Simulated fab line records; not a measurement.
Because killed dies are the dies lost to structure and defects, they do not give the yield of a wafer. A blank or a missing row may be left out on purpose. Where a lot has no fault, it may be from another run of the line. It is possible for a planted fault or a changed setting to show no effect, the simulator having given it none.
Lot-split experiment    flow n5Finfet    39 wafers read across 7 lots, on a route 1938 steps long

== THE SPLIT ==
At N5_BEOL_M7_ILD_DEP_00 (deposits SiCOH lowk from DEMS/porogen, target thk 179.75 nm, time 33.4 s), the setting timeS was moved away from the recipe's 33.4 s on 15 of the 39 wafers read, by -35.1% to +51.2%. For the rest of the wafers, this setting stayed at what the recipe calls for.

== SPLIT TO READING: what lies between them in the file, 1 step ==
- N5_BEOL_M7_CURE_74: cures SiCOH lowk, time 240 s

== THE READING ==
M7_ILD_THK (nm), taken at N5_BEOL_M7_THK_MEAS_01. A value of 154.8 nm with a standard deviation of 2.6 nm is what fault-free wafers of this fab line usually give.

wafer   tool, chamber at the split  timeS as run, s  against the recipe  M7_ILD_THK, nm  against lot-mates on the recipe
L074.1  pecvd-01, 0                 48.1             +44.0%              221.9           +65.4
L074.2  pecvd-01, 1                 33.4             recipe              154.7           -
L074.3  pecvd-01, 2                 48.1             +44.0%              220.0           +63.5
L074.4  pecvd-01, 2                 48.1             +44.0%              222.3           +65.8
L074.5  pecvd-01, 1                 33.4             recipe              157.9           -
L074.6  pecvd-01, 0                 33.4             recipe              157.0           -
L075.1  pecvd-02, 1                 33.4             recipe              153.4           -
L075.2  pecvd-02, 0                 50.49            +51.2%              228.1           +75.5
L075.3  pecvd-02, 2                 33.4             recipe              152.1           -
L075.4  pecvd-02, 0                 50.49            +51.2%              229.9           +77.3
L075.5  pecvd-02, 2                 33.4             recipe              152.2           -
L075.6  pecvd-02, 1                 50.49            +51.2%              236.0           +83.4
L078.1  pecvd-01, 1                 33.4             recipe              156.6           -
L078.2  pecvd-01, 0                 33.4             recipe              154.4           -
L078.3  pecvd-01, 2                 33.4             recipe              151.0           -
L078.4  pecvd-01, 1                 33.4             recipe              158.5           -
L078.5  pecvd-01, 2                 33.4             recipe              155.1           -
L078.6  pecvd-01, 0                 33.4             recipe              157.0           -
L083.1  pecvd-02, 2                 21.67            -35.1%              100.7           -51.7
L083.2  pecvd-02, 1                 21.67            -35.1%              100.6           -51.8
L083.3  pecvd-02, 0                 33.4             recipe              150.8           -
L083.4  pecvd-02, 1                 21.67            -35.1%              103.7           -48.7
L083.5  pecvd-02, 2                 33.4             recipe              153.4           -
L083.6  pecvd-02, 0                 33.4             recipe              153.1           -
L090.1  pecvd-03, 2                 48.38            +44.9%              217.8           +62.9
L090.2  pecvd-03, 1                 48.38            +44.9%              223.3           +68.4
L090.3  pecvd-03, 0                 33.4             recipe              154.6           -
L090.4  pecvd-03, 1                 33.4             recipe              157.0           -
L090.5  pecvd-03, 2                 33.4             recipe              153.1           -
L090.6  pecvd-03, 0                 48.38            +44.9%              225.3           +70.4
L092.2  pecvd-01, 1,2               33.4             recipe              155.8           -
L092.3  pecvd-01, 2                 33.4             recipe              154.4           -
L092.5  pecvd-01, 1,2               33.4             recipe              155.8           -
L094.1  pecvd-02, 0                 48.84            +46.2%              219.5           +67.0
L094.2  pecvd-02, 2                 48.84            +46.2%              219.6           +67.1
L094.3  pecvd-02, 1                 33.4             recipe              152.9           -
L094.4  pecvd-02, 2                 33.4             recipe              152.7           -
L094.5  pecvd-02, 1                 48.84            +46.2%              224.7           +72.2
L094.6  pecvd-02, 0                 33.4             recipe              151.8           -
The file does not say which wafer passed through which chamber wherever a row lists several chambers: such a row stands for several wafers.

THE FIT
A straight line over all 39 wafers: M7_ILD_THK changes by +1.5 nm for each +1% of timeS; r = +1.00; the points scatter about the line by 2.5 nm.
The same after taking each lot's own level away (the mean of its wafers on the recipe; 39 wafers): +1.49 nm for each +1%; r = +1.00; scatter 2.1 nm.
That fit puts the effect of the largest move of timeS on the reading at 76 nm.
From 152.43 to 156.53 nm: that is the span of the lots' own levels, equal to 1.6 times the standard deviation above.
So the lot-to-lot level changes the slope little: the two slopes agree.
Check: for one of the wafers moved furthest among these (+51.2%), held out of the fit, the line's prediction against its lot-mates is +76.7 nm. Against them it came out at +75.5 nm.

== ADDITIONAL SPLITS CARRIED BY THESE WAFERS ==
Other splits were also applied to these wafers ahead of the reading. Each is held against what the fit with the lots' levels taken away leaves over:
other split on the same wafers         wafers away from the commonest value  r with M7_ILD_THK (lot level and that fit taken away)
N5_SD_EPI_N_ETCH_16 targetDepthA       18                                    -0.15
N5_BEOL_M0_SAQP_ILD_DEP_01 targetThkA  15                                    -0.06
N5_BEOL_M1_HM_DEP_02 targetThkA        12                                    +0.14

== THE WHOLE CHAIN: every reading that the file lists as answering this split, in the file's order ==
step                    what it does                                                              reading                                                                                  change (the file's fit)               r (the file's)
N5_BEOL_M7_ILD_DEP_00   deposits SiCOH lowk from DEMS/porogen, target thk 179.75 nm, time 33.4 s  SiCOH_lowk_of_BEOL_M7_ILD_DEP_00.thkNm (the simulator's own value, which no gauge read)  +1.71 nm for each +1% of the setting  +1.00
N5_BEOL_M7_CURE_74      cures SiCOH lowk, time 240 s                                              SiCOH_lowk_of_BEOL_M7_ILD_DEP_00.thkNm (the simulator's own value, which no gauge read)  +1.5 nm for each +1% of the setting   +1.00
N5_BEOL_M7_THK_MEAS_01                                                                            M7_ILD_THK                                                                               +1.5 for each +1% of the setting      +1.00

== FILE'S OWN FIT ==
M7_ILD_THK changes by +1.5 nm for each +1% of timeS, r = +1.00.
